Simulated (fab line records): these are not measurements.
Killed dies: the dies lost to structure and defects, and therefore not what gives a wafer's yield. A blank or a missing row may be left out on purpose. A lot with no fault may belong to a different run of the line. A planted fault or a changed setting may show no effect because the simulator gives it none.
Which tool did it? / flow n5Finfet / 72 wafers from 24 lots sampled at 5 of the route's 1938 steps

## WHAT EACH GAUGE READ, for each wafer
N5_BEOL_M2_OVL_MEAS_12. Usual: M2_OVL 0.2 nm, standard deviation 0.62.
lot=L074; measured=day 6 16:01; on=overlay-02; M2_OVL (nm)=0.1 0.5 -0.3; flag=
lot=L075; measured=day 6 20:51; on=overlay-02; M2_OVL (nm)=0.5 -0.2 -0.2; flag=
lot=L076; measured=day 7 04:12; on=overlay-01; M2_OVL (nm)=1.3 0.1 -0.1; flag=
lot=L077; measured=day 7 10:30; on=overlay-01; M2_OVL (nm)=0.0 -0.2 -0.9; flag=
lot=L078; measured=day 7 15:43; on=overlay-01; M2_OVL (nm)=-0.3 -0.2 0.1; flag=
lot=L080; measured=day 8 02:23; on=overlay-01; M2_OVL (nm)=0.4 1.9 1.3; flag=
lot=L079; measured=day 8 03:27; on=overlay-02; M2_OVL (nm)=0.0 0.9 -0.3; flag=
lot=L081; measured=day 8 11:23; on=overlay-01; M2_OVL (nm)=0.1 0.5 -1.0; flag=
lot=L083; measured=day 8 15:48; on=overlay-01; M2_OVL (nm)=0.2 0.1 0.7; flag=
lot=L082; measured=day 8 16:11; on=overlay-02; M2_OVL (nm)=0.5 0.6 -0.1; flag=
lot=L084; measured=day 9 03:34; on=overlay-02; M2_OVL (nm)=-0.5 -1.1 -1.8; flag=
lot=L085; measured=day 9 08:25; on=overlay-02; M2_OVL (nm)=1.6 0.8 0.9; flag=
lot=L086; measured=day 9 12:41; on=overlay-01; M2_OVL (nm)=-0.1 0.0 0.0; flag=
lot=L087; measured=day 9 16:19; on=overlay-02; M2_OVL (nm)=0.0 0.2 -0.3; flag=
lot=L088; measured=day 10 03:28; on=overlay-01; M2_OVL (nm)=0.0 0.5 0.3; flag=
lot=L089; measured=day 10 08:49; on=overlay-01; M2_OVL (nm)=1.2 0.4 0.4; flag=
lot=L090; measured=day 10 12:43; on=overlay-02; M2_OVL (nm)=0.7 0.5 -0.1; flag=
lot=L091; measured=day 10 19:53; on=overlay-02; M2_OVL (nm)=0.8 0.7 0.7; flag=
lot=L092; measured=day 11 05:59; on=overlay-02; M2_OVL (nm)=-0.3 -1.0 -0.5; flag=
lot=L093; measured=day 11 21:14; on=overlay-02; M2_OVL (nm)=0.4 0.8 0.9; flag=
lot=L094; measured=day 12 00:14; on=overlay-01; M2_OVL (nm)=-0.6 0.4 0.8; flag=
lot=L095; measured=day 12 00:32; on=overlay-02; M2_OVL (nm)=-0.1 0.0 -0.1; flag=
lot=L096; measured=day 12 01:09; on=overlay-01; M2_OVL (nm)=1.7 -0.4 1.2; flag=
lot=L097; measured=day 12 09:19; on=overlay-02; M2_OVL (nm)=0.1 0.4 0.8; flag=

## WHAT TOOL EACH LOT RAN ON (gives the tool, then ch and the chambers of the sampled wafers, and finally the start)
lot=L074; N5_BEOL_M1_SPUTTER_86=pvdSputter-01, day 6 12:11; N5_BEOL_M1_SPUTTER_94=pvdSputter-01, day 6 13:04; N5_BEOL_M1_CO_CAP_55=cvdCo-02 ch 0,2, day 6 14:41; N5_BEOL_M2_ILD_DEP_00=pecvd-04 ch 1,2, day 6 14:58
lot=L075; N5_BEOL_M1_SPUTTER_86=pvdSputter-03, day 6 16:21; N5_BEOL_M1_SPUTTER_94=pvdSputter-03, day 6 17:14; N5_BEOL_M1_CO_CAP_55=cvdCo-01 ch 0,1,2, day 6 18:38; N5_BEOL_M2_ILD_DEP_00=pecvd-04 ch 0,2, day 6 18:53
lot=L076; N5_BEOL_M1_SPUTTER_86=pvdSputter-02, day 6 22:27; N5_BEOL_M1_SPUTTER_94=pvdSputter-02, day 6 23:20; N5_BEOL_M1_CO_CAP_55=cvdCo-02 ch 0,1,2, day 7 00:25; N5_BEOL_M2_ILD_DEP_00=pecvd-01 ch 1,2, day 7 00:40
lot=L077; N5_BEOL_M1_SPUTTER_86=pvdSputter-02, day 7 06:33; N5_BEOL_M1_SPUTTER_94=pvdSputter-02, day 7 07:26; N5_BEOL_M1_CO_CAP_55=cvdCo-02 ch 0,1,2, day 7 08:31; N5_BEOL_M2_ILD_DEP_00=pecvd-01 ch 0,1,2, day 7 08:46
lot=L078; N5_BEOL_M1_SPUTTER_86=pvdSputter-02, day 7 11:43; N5_BEOL_M1_SPUTTER_94=pvdSputter-02, day 7 12:36; N5_BEOL_M1_CO_CAP_55=cvdCo-02 ch 0,2, day 7 13:41; N5_BEOL_M2_ILD_DEP_00=pecvd-04 ch 0,1,2, day 7 13:56
lot=L080; N5_BEOL_M1_SPUTTER_86=pvdSputter-01, day 7 23:14; N5_BEOL_M1_SPUTTER_94=pvdSputter-01, day 8 00:07; N5_BEOL_M1_CO_CAP_55=cvdCo-02 ch 0,1, day 8 01:21; N5_BEOL_M2_ILD_DEP_00=pecvd-04 ch 0,1, day 8 01:35
lot=L079; N5_BEOL_M1_SPUTTER_86=pvdSputter-02, day 7 23:47; N5_BEOL_M1_SPUTTER_94=pvdSputter-02, day 8 00:40; N5_BEOL_M1_CO_CAP_55=cvdCo-02 ch 1,2, day 8 01:45; N5_BEOL_M2_ILD_DEP_00=pecvd-02 ch 0,1, day 8 01:59
lot=L081; N5_BEOL_M1_SPUTTER_86=pvdSputter-02, day 8 05:05; N5_BEOL_M1_SPUTTER_94=pvdSputter-02, day 8 06:51; N5_BEOL_M1_CO_CAP_55=cvdCo-01 ch 0,1,2, day 8 08:26; N5_BEOL_M2_ILD_DEP_00=pecvd-04 ch 0,1,2, day 8 08:40
lot=L083; N5_BEOL_M1_SPUTTER_86=pvdSputter-03, day 8 12:10; N5_BEOL_M1_SPUTTER_94=pvdSputter-03, day 8 13:03; N5_BEOL_M1_CO_CAP_55=cvdCo-02 ch 0,2, day 8 14:17; N5_BEOL_M2_ILD_DEP_00=pecvd-01 ch 0,2, day 8 14:35
lot=L082; N5_BEOL_M1_SPUTTER_86=pvdSputter-01, day 8 12:13; N5_BEOL_M1_SPUTTER_94=pvdSputter-01, day 8 13:06; N5_BEOL_M1_CO_CAP_55=cvdCo-02 ch 0,2, day 8 14:26; N5_BEOL_M2_ILD_DEP_00=pecvd-01 ch 0, day 8 14:46
lot=L084; N5_BEOL_M1_SPUTTER_86=pvdSputter-01, day 9 00:41; N5_BEOL_M1_SPUTTER_94=pvdSputter-01, day 9 01:34; N5_BEOL_M1_CO_CAP_55=cvdCo-02 ch 0,1, day 9 02:43; N5_BEOL_M2_ILD_DEP_00=pecvd-02 ch 0,1,2, day 9 02:58
lot=L085; N5_BEOL_M1_SPUTTER_86=pvdSputter-02, day 9 04:34; N5_BEOL_M1_SPUTTER_94=pvdSputter-02, day 9 05:27; N5_BEOL_M1_CO_CAP_55=cvdCo-01 ch 1,2, day 9 06:33; N5_BEOL_M2_ILD_DEP_00=pecvd-01 ch 0,1, day 9 06:49
lot=L086; N5_BEOL_M1_SPUTTER_86=pvdSputter-01, day 9 09:41; N5_BEOL_M1_SPUTTER_94=pvdSputter-01, day 9 10:34; N5_BEOL_M1_CO_CAP_55=cvdCo-01 ch 1,2, day 9 11:39; N5_BEOL_M2_ILD_DEP_00=pecvd-01 ch 0,1,2, day 9 11:54
lot=L087; N5_BEOL_M1_SPUTTER_86=pvdSputter-03, day 9 13:02; N5_BEOL_M1_SPUTTER_94=pvdSputter-03, day 9 13:55; N5_BEOL_M1_CO_CAP_55=cvdCo-02 ch 0,1, day 9 14:59; N5_BEOL_M2_ILD_DEP_00=pecvd-01 ch 0,1, day 9 15:14
lot=L088; N5_BEOL_M1_SPUTTER_86=pvdSputter-01, day 9 23:13; N5_BEOL_M1_SPUTTER_94=pvdSputter-01, day 10 00:05; N5_BEOL_M1_CO_CAP_55=cvdCo-01 ch 0,2, day 10 01:16; N5_BEOL_M2_ILD_DEP_00=pecvd-04 ch 0,1, day 10 01:33
lot=L089; N5_BEOL_M1_SPUTTER_86=pvdSputter-02, day 10 04:13; N5_BEOL_M1_SPUTTER_94=pvdSputter-02, day 10 05:05; N5_BEOL_M1_CO_CAP_55=cvdCo-02 ch 0,1,2, day 10 06:13; N5_BEOL_M2_ILD_DEP_00=pecvd-04 ch 0,1, day 10 06:41
lot=L090; N5_BEOL_M1_SPUTTER_86=pvdSputter-03, day 10 07:45; N5_BEOL_M1_SPUTTER_94=pvdSputter-03, day 10 08:38; N5_BEOL_M1_CO_CAP_55=cvdCo-01 ch 0,1,2, day 10 09:43; N5_BEOL_M2_ILD_DEP_00=pecvd-01 ch 0,1,2, day 10 09:58
lot=L091; N5_BEOL_M1_SPUTTER_86=pvdSputter-01, day 10 15:05; N5_BEOL_M1_SPUTTER_94=pvdSputter-01, day 10 15:58; N5_BEOL_M1_CO_CAP_55=cvdCo-02 ch 0,1,2, day 10 17:02; N5_BEOL_M2_ILD_DEP_00=pecvd-01 ch 0,1,2, day 10 17:17
lot=L092; N5_BEOL_M1_SPUTTER_86=pvdSputter-02, day 10 23:31; N5_BEOL_M1_SPUTTER_94=pvdSputter-02, day 11 00:23; N5_BEOL_M1_CO_CAP_55=cvdCo-01 ch 0,1,2, day 11 01:33; N5_BEOL_M2_ILD_DEP_00=pecvd-02 ch 0,1,2, day 11 01:48
lot=L093; N5_BEOL_M1_SPUTTER_86=pvdSputter-01, day 11 17:53; N5_BEOL_M1_SPUTTER_94=pvdSputter-01, day 11 18:46; N5_BEOL_M1_CO_CAP_55=cvdCo-01 ch 0,2, day 11 19:52; N5_BEOL_M2_ILD_DEP_00=pecvd-01 ch 0,2, day 11 20:07
lot=L094; N5_BEOL_M1_SPUTTER_86=pvdSputter-02, day 11 18:56; N5_BEOL_M1_SPUTTER_94=pvdSputter-02, day 11 19:49; N5_BEOL_M1_CO_CAP_55=cvdCo-01 ch 0,1,2, day 11 20:57; N5_BEOL_M2_ILD_DEP_00=pecvd-01 ch 0,1,2, day 11 21:12
lot=L095; N5_BEOL_M1_SPUTTER_86=pvdSputter-03, day 11 20:47; N5_BEOL_M1_SPUTTER_94=pvdSputter-03, day 11 21:40; N5_BEOL_M1_CO_CAP_55=cvdCo-02 ch 1,2, day 11 22:49; N5_BEOL_M2_ILD_DEP_00=pecvd-02 ch 0,1,2, day 11 23:04
lot=L096; N5_BEOL_M1_SPUTTER_86=pvdSputter-01, day 11 22:17; N5_BEOL_M1_SPUTTER_94=pvdSputter-01, day 11 23:10; N5_BEOL_M1_CO_CAP_55=cvdCo-02 ch 0,1, day 12 00:16; N5_BEOL_M2_ILD_DEP_00=pecvd-04 ch 0,2, day 12 00:30
lot=L097; N5_BEOL_M1_SPUTTER_86=pvdSputter-02, day 12 06:31; N5_BEOL_M1_SPUTTER_94=pvdSputter-02, day 12 07:24; N5_BEOL_M1_CO_CAP_55=cvdCo-01 ch 0,1, day 12 08:29; N5_BEOL_M2_ILD_DEP_00=pecvd-01 ch 0,2, day 12 08:44
- N5_BEOL_M1_SPUTTER_86: material Cu, target thk 4.5 nm, time 8.29 s.
- N5_BEOL_M1_SPUTTER_94: material Cu, target thk 4.5 nm, time 8.29 s.
- N5_BEOL_M1_CO_CAP_55: material Co, precursor CCTBA/H2, target thk 2 nm, time 102.1 s.
- N5_BEOL_M2_ILD_DEP_00: deposits SiOC from DEMS/O2, target thk 79 nm, time 15.3 s.

## AS READ BY THE TOOLS THEMSELVES (means over the sampled wafers that have a number; for cases with no such wafer, the mark the record gives instead)
N5_BEOL_M1_SPUTTER_86. Usual: substrateTempC -20.01 C, standard deviation 0.095; throttleValvePct 30.3 %, standard deviation 0.65.
lot=L074; tool=pvdSputter-01; substrateTempC (C)=-20.07; throttleValvePct (%)=30.2; flag=
lot=L075; tool=pvdSputter-03; substrateTempC (C)=-19.89; throttleValvePct (%)=30.3; flag=
lot=L076; tool=pvdSputter-02; substrateTempC (C)=-19.95; throttleValvePct (%)=30.7; flag=
lot=L077; tool=pvdSputter-02; substrateTempC (C)=-20.02; throttleValvePct (%)=30.1; flag=
lot=L078; tool=pvdSputter-02; substrateTempC (C)=-19.98; throttleValvePct (%)=30.9; flag=
lot=L080; tool=pvdSputter-01; substrateTempC (C)=-19.98; throttleValvePct (%)=29.7; flag=
lot=L079; tool=pvdSputter-02; substrateTempC (C)=-20.03; throttleValvePct (%)=30.1; flag=
lot=L081; tool=pvdSputter-02; substrateTempC (C)=-20.01; throttleValvePct (%)=30.1; flag=
lot=L083; tool=pvdSputter-03; substrateTempC (C)=-20.02; throttleValvePct (%)=29.5; flag=
lot=L082; tool=pvdSputter-01; substrateTempC (C)=-19.91; throttleValvePct (%)=29.9; flag=
lot=L084; tool=pvdSputter-01; substrateTempC (C)=-20.03; throttleValvePct (%)=30.0; flag=
lot=L085; tool=pvdSputter-02; substrateTempC (C)=-20.03; throttleValvePct (%)=30.6; flag=
lot=L086; tool=pvdSputter-01; substrateTempC (C)=-20.00; throttleValvePct (%)=29.8; flag=
lot=L087; tool=pvdSputter-03; substrateTempC (C)=-20.00; throttleValvePct (%)=30.5; flag=
lot=L088; tool=pvdSputter-01; substrateTempC (C)=-19.95; throttleValvePct (%)=29.9; flag=
lot=L089; tool=pvdSputter-02; substrateTempC (C)=-20.00; throttleValvePct (%)=30.2; flag=
lot=L090; tool=pvdSputter-03; substrateTempC (C)=-20.06; throttleValvePct (%)=30.5; flag=
lot=L091; tool=pvdSputter-01; substrateTempC (C)=-20.05; throttleValvePct (%)=29.9; flag=
lot=L092; tool=pvdSputter-02; substrateTempC (C)=-20.04; throttleValvePct (%)=30.6; flag=
lot=L093; tool=pvdSputter-01; substrateTempC (C)=-19.88; throttleValvePct (%)=30.0; flag=
lot=L094; tool=pvdSputter-02; substrateTempC (C)=-20.01; throttleValvePct (%)=30.1; flag=
lot=L095; tool=pvdSputter-03; substrateTempC (C)=-19.95; throttleValvePct (%)=29.5; flag=
lot=L096; tool=pvdSputter-01; substrateTempC (C)=-19.98; throttleValvePct (%)=30.2; flag=
lot=L097; tool=pvdSputter-02; substrateTempC (C)=-19.98; throttleValvePct (%)=30.6; flag=

N5_BEOL_M1_SPUTTER_94. Usual: substrateTempC -20.02 C, standard deviation 0.1; throttleValvePct 30.2 %, standard deviation 0.64.
lot=L074; tool=pvdSputter-01; substrateTempC (C)=-19.92; throttleValvePct (%)=30.1; flag=
lot=L075; tool=pvdSputter-03; substrateTempC (C)=-19.96; throttleValvePct (%)=30.2; flag=
lot=L076; tool=pvdSputter-02; substrateTempC (C)=-20.04; throttleValvePct (%)=30.5; flag=
lot=L077; tool=pvdSputter-02; substrateTempC (C)=-20.03; throttleValvePct (%)=30.1; flag=
lot=L078; tool=pvdSputter-02; substrateTempC (C)=-20.06; throttleValvePct (%)=30.6; flag=
lot=L080; tool=pvdSputter-01; substrateTempC (C)=-20.01; throttleValvePct (%)=29.8; flag=
lot=L079; tool=pvdSputter-02; substrateTempC (C)=-19.99; throttleValvePct (%)=30.1; flag=
lot=L081; tool=pvdSputter-02; substrateTempC (C)=-20.10; throttleValvePct (%)=30.2; flag=
lot=L083; tool=pvdSputter-03; substrateTempC (C)=-20.02; throttleValvePct (%)=29.3; flag=
lot=L082; tool=pvdSputter-01; substrateTempC (C)=-20.00; throttleValvePct (%)=30.0; flag=
lot=L084; tool=pvdSputter-01; substrateTempC (C)=-20.05; throttleValvePct (%)=29.8; flag=
lot=L085; tool=pvdSputter-02; substrateTempC (C)=-19.98; throttleValvePct (%)=30.6; flag=
lot=L086; tool=pvdSputter-01; substrateTempC (C)=-20.00; throttleValvePct (%)=29.9; flag=
lot=L087; tool=pvdSputter-03; substrateTempC (C)=-20.04; throttleValvePct (%)=30.6; flag=
lot=L088; tool=pvdSputter-01; substrateTempC (C)=-19.97; throttleValvePct (%)=29.9; flag=
lot=L089; tool=pvdSputter-02; substrateTempC (C)=-19.99; throttleValvePct (%)=30.2; flag=
lot=L090; tool=pvdSputter-03; substrateTempC (C)=-20.12; throttleValvePct (%)=30.4; flag=
lot=L091; tool=pvdSputter-01; substrateTempC (C)=-19.88; throttleValvePct (%)=30.1; flag=
lot=L092; tool=pvdSputter-02; substrateTempC (C)=-20.11; throttleValvePct (%)=30.4; flag=
lot=L093; tool=pvdSputter-01; substrateTempC (C)=-19.99; throttleValvePct (%)=30.1; flag=
lot=L094; tool=pvdSputter-02; substrateTempC (C)=-20.04; throttleValvePct (%)=29.9; flag=
lot=L095; tool=pvdSputter-03; substrateTempC (C)=-20.05; throttleValvePct (%)=29.5; flag=
lot=L096; tool=pvdSputter-01; substrateTempC (C)=-19.90; throttleValvePct (%)=29.9; flag=
lot=L097; tool=pvdSputter-02; substrateTempC (C)=-20.02; throttleValvePct (%)=30.7; flag=

N5_BEOL_M1_CO_CAP_55. Usual: heaterPowerW reads 231 W (standard deviation 23).
lot=L074; tool=cvdCo-02; heaterPowerW (W)=248; flag=
lot=L075; tool=cvdCo-01; heaterPowerW (W)=220; flag=
lot=L076; tool=cvdCo-02; heaterPowerW (W)=234; flag=
lot=L077; tool=cvdCo-02; heaterPowerW (W)=238; flag=
lot=L078; tool=cvdCo-02; heaterPowerW (W)=252; flag=
lot=L080; tool=cvdCo-02; heaterPowerW (W)=235; flag=
lot=L079; tool=cvdCo-02; heaterPowerW (W)=239; flag=
lot=L081; tool=cvdCo-01; heaterPowerW (W)=219; flag=
lot=L083; tool=cvdCo-02; heaterPowerW (W)=254; flag=
lot=L082; tool=cvdCo-02; heaterPowerW (W)=252; flag=
lot=L084; tool=cvdCo-02; heaterPowerW (W)=231; flag=
lot=L085; tool=cvdCo-01; heaterPowerW (W)=227; flag=
lot=L086; tool=cvdCo-01; heaterPowerW (W)=229; flag=
lot=L087; tool=cvdCo-02; heaterPowerW (W)=220; flag=
lot=L088; tool=cvdCo-01; heaterPowerW (W)=207; flag=
lot=L089; tool=cvdCo-02; heaterPowerW (W)=235; flag=
lot=L090; tool=cvdCo-01; heaterPowerW (W)=217; flag=
lot=L091; tool=cvdCo-02; heaterPowerW (W)=234; flag=
lot=L092; tool=cvdCo-01; heaterPowerW (W)=218; flag=
lot=L093; tool=cvdCo-01; heaterPowerW (W)=211; flag=
lot=L094; tool=cvdCo-01; heaterPowerW (W)=216; flag=
lot=L095; tool=cvdCo-02; heaterPowerW (W)=220; flag=
lot=L096; tool=cvdCo-02; heaterPowerW (W)=219; flag=
lot=L097; tool=cvdCo-01; heaterPowerW (W)=203; flag=

N5_BEOL_M2_ILD_DEP_00. Usual: heaterPowerW 452 W, standard deviation 66; showerheadPlenumPTorr 5.686 Torr, standard deviation 0.014; throttleValvePct 12.1 %, standard deviation 0.58.
lot=L074; tool=pecvd-04; heaterPowerW (W)=574; showerheadPlenumPTorr (Torr)=5.696; throttleValvePct (%)=11.5; flag=
lot=L075; tool=pecvd-04; heaterPowerW (W)=495; showerheadPlenumPTorr (Torr)=5.677; throttleValvePct (%)=11.7; flag=
lot=L076; tool=pecvd-01; heaterPowerW (W)=384; showerheadPlenumPTorr (Torr)=5.692; throttleValvePct (%)=11.9; flag=
lot=L077; tool=pecvd-01; heaterPowerW (W)=402; showerheadPlenumPTorr (Torr)=5.681; throttleValvePct (%)=12.2; flag=
lot=L078; tool=pecvd-04; heaterPowerW (W)=533; showerheadPlenumPTorr (Torr)=5.688; throttleValvePct (%)=11.8; flag=
lot=L080; tool=pecvd-04; heaterPowerW (W)=489; showerheadPlenumPTorr (Torr)=5.692; throttleValvePct (%)=12.0; flag=
lot=L079; tool=pecvd-02; heaterPowerW (W)=500; showerheadPlenumPTorr (Torr)=5.678; throttleValvePct (%)=12.1; flag=
lot=L081; tool=pecvd-04; heaterPowerW (W)=508; showerheadPlenumPTorr (Torr)=5.689; throttleValvePct (%)=11.8; flag=
lot=L083; tool=pecvd-01; heaterPowerW (W)=453; showerheadPlenumPTorr (Torr)=5.688; throttleValvePct (%)=12.4; flag=
lot=L082; tool=pecvd-01; heaterPowerW (W)=465; showerheadPlenumPTorr (Torr)=5.688; throttleValvePct (%)=13.0; flag=
lot=L084; tool=pecvd-02; heaterPowerW (W)=448; showerheadPlenumPTorr (Torr)=5.680; throttleValvePct (%)=12.0; flag=
lot=L085; tool=pecvd-01; heaterPowerW (W)=380; showerheadPlenumPTorr (Torr)=5.695; throttleValvePct (%)=12.3; flag=
lot=L086; tool=pecvd-01; heaterPowerW (W)=382; showerheadPlenumPTorr (Torr)=5.686; throttleValvePct (%)=12.3; flag=
lot=L087; tool=pecvd-01; heaterPowerW (W)=402; showerheadPlenumPTorr (Torr)=5.687; throttleValvePct (%)=12.6; flag=
lot=L088; tool=pecvd-04; heaterPowerW (W)=468; showerheadPlenumPTorr (Torr)=5.690; throttleValvePct (%)=12.1; flag=
lot=L089; tool=pecvd-04; heaterPowerW (W)=490; showerheadPlenumPTorr (Torr)=5.701; throttleValvePct (%)=12.1; flag=
lot=L090; tool=pecvd-01; heaterPowerW (W)=418; showerheadPlenumPTorr (Torr)=5.681; throttleValvePct (%)=12.2; flag=
lot=L091; tool=pecvd-01; heaterPowerW (W)=402; showerheadPlenumPTorr (Torr)=5.691; throttleValvePct (%)=12.2; flag=
lot=L092; tool=pecvd-02; heaterPowerW (W)=451; showerheadPlenumPTorr (Torr)=5.689; throttleValvePct (%)=12.1; flag=
lot=L093; tool=pecvd-01; heaterPowerW (W)=429; showerheadPlenumPTorr (Torr)=5.691; throttleValvePct (%)=12.8; flag=
lot=L094; tool=pecvd-01; heaterPowerW (W)=401; showerheadPlenumPTorr (Torr)=5.691; throttleValvePct (%)=12.5; flag=
lot=L095; tool=pecvd-02; heaterPowerW (W)=486; showerheadPlenumPTorr (Torr)=5.676; throttleValvePct (%)=12.1; flag=
lot=L096; tool=pecvd-04; heaterPowerW (W)=462; showerheadPlenumPTorr (Torr)=5.680; throttleValvePct (%)=11.5; flag=
lot=L097; tool=pecvd-01; heaterPowerW (W)=408; showerheadPlenumPTorr (Torr)=5.686; throttleValvePct (%)=12.7; flag=

## THE ANSWER, worked out from the rows above alone
Rule: a lot is off if the mean of its wafers that have a number lies more than 3 standard deviations from the usual mean. A lot without any number at a reading at which 4 lots or more have one is off too. Any other lot the step has rows for is counted as sound. The gauges are gone through in route order, then the tools' own readings, and for those a lot's mean is taken as printed above. The first step at which some lot is off is used, and at that step the reading that is off furthest; a lot without a number counts as furthest.
Across all readings shown, no lot is off: no conclusion can be drawn from this.

## WHAT HAD BEEN PUT IN BY THE SIMULATOR
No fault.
